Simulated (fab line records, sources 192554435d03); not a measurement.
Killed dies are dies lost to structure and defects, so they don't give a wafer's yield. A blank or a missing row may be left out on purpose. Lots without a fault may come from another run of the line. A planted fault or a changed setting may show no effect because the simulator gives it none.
One fault seen from 3 desks | flow n5_finfet | each desk has only its own numbers; what lay behind them comes last

THE DEFECT DESK
What the inspections along the route counted, lot by lot: means of the sampled wafers that have a number. A lot is out of limits, marked OUT, if its mean lies more than 4 standard deviations from the usual mean; the brackets give that distance.
Columns: A = raw_defect_count at N5_MOL_CONTACT_COAG_INSPECT_57, usual 207
lot  | first seen here | A
L463 | day 5 20:54     | 228
L464 | day 6 01:28     | 205
L466 | day 6 16:34     | 141
L467 | day 6 16:55     | 217
L469 | day 7 02:11     | 233
L470 | day 7 10:03     | 190
L475 | day 8 20:38     | 186
L476 | day 9 00:05     | 142
L481 | day 10 07:02    | 249
L482 | day 10 09:17    | 226
L483 | day 10 13:50    | 227
This desk's finding: nothing out of limits on any of the 11 lots.

THE METROLOGY DESK
What the gauges read, lot by lot, whatever tool the lot ran on: means of the sampled wafers that have a number. A lot is out of limits, marked OUT, if its mean lies more than 4 standard deviations from the usual mean; the brackets give that distance. Of its 11 readings 7 are shown: those that lie furthest out on some lot.
Columns: A = DIBL_N at N5_BEOL_M4_RC_MEAS_101, usual 35.9 mV/V; B = IOFF_N at N5_BEOL_M4_RC_MEAS_101, usual 0.149 nA/um; C = IOFF_P at N5_BEOL_M4_RC_MEAS_101, usual 0.20 nA/um; D = ION_N at N5_BEOL_M4_RC_MEAS_101, usual 671 uA/um; E = ION_P at N5_BEOL_M4_RC_MEAS_101, usual 460 uA/um; F = VT_N at N5_BEOL_M4_RC_MEAS_101, usual 251 mV; G = VT_P at N5_BEOL_M4_RC_MEAS_101, usual -251 mV
lot  | first seen here | A    | B     | C    | D   | E   | F   | G
L463 | day 5 22:13     | 34.8 | 0.149 | 0.19 | 672 | 457 | 255 | -255
L464 | day 6 03:01     | 35.1 | 0.137 | 0.17 | 668 | 453 | 252 | -256
L466 | day 6 17:46     | 35.5 | 0.133 | 0.17 | 670 | 458 | 252 | -252
L467 | day 6 18:07     | 36.2 | 0.149 | 0.18 | 664 | 452 | 251 | -255
L469 | day 7 03:29     | 36.2 | 0.165 | 0.23 | 687 | 475 | 249 | -247
L470 | day 7 11:58     | 34.2 | 0.133 | 0.18 | 664 | 464 | 252 | -250
L475 | day 8 22:34     | 36.0 | 0.149 | 0.20 | 669 | 456 | 252 | -251
L476 | day 9 01:25     | 37.2 | 0.155 | 0.19 | 673 | 462 | 251 | -252
L481 | day 10 08:32    | 35.2 | 0.131 | 0.19 | 662 | 457 | 253 | -249
L482 | day 10 11:32    | 35.8 | 0.173 | 0.22 | 678 | 464 | 246 | -249
L483 | day 10 15:19    | 38.2 | 0.190 | 0.25 | 687 | 470 | 247 | -247
This desk's finding: nothing out of limits on any of the 11 lots.

THE TOOL OWNER'S DESK: litho_track-03
The tool's own readings at N5_MOL_CONTACT_COAG_COAT_34 (resist thk 40 nm): means of the sampled wafers that have a number, for each lot that ran on this tool. A lot is out of limits, marked OUT, if its mean lies more than 4 standard deviations from the usual mean; the brackets give that distance.
Columns: A = spin_speed_rpm at N5_MOL_CONTACT_COAG_COAT_34, usual 1500.2 rpm
lot  | first seen here | A
L463 | day 5 21:47     | 1499.7
L464 | day 6 02:42     | 1499.5
L467 | day 6 17:49     | 1499.0
L470 | day 7 11:39     | 1498.8
L475 | day 8 22:15     | 1634.1 (+99 or more) OUT
L476 | day 9 01:07     | 1634.5 (+99 or more) OUT
This desk's finding: out of limits on L475, L476; first on L475, day 8 22:15 (spin_speed_rpm at N5_MOL_CONTACT_COAG_COAT_34). In limits: L463, L464, L467, L470.

PUT TOGETHER
The tool owner's desk could have raised an alarm at day 8 22:15, on L475, L476.
The defect desk saw nothing out of limits.
The metrology desk saw nothing out of limits.
The defect desk has L475, L476 on record, within its limits.
The metrology desk has L475, L476 on record, within its limits.
Of the lots named, all ran N5_MOL_CONTACT_COAG_COAT_34 on litho_track-03.

WHAT THE SIMULATOR HAD PUT IN
Process parameter drift: litho_track-03, from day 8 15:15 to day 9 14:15, at N5_MOL_CONTACT_COAG_COAT_34. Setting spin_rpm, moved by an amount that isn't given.
Lots struck among those shown: L475, L476.
Hours from the fault's start to each desk's first reading out of limits: the tool owner's desk, 7.
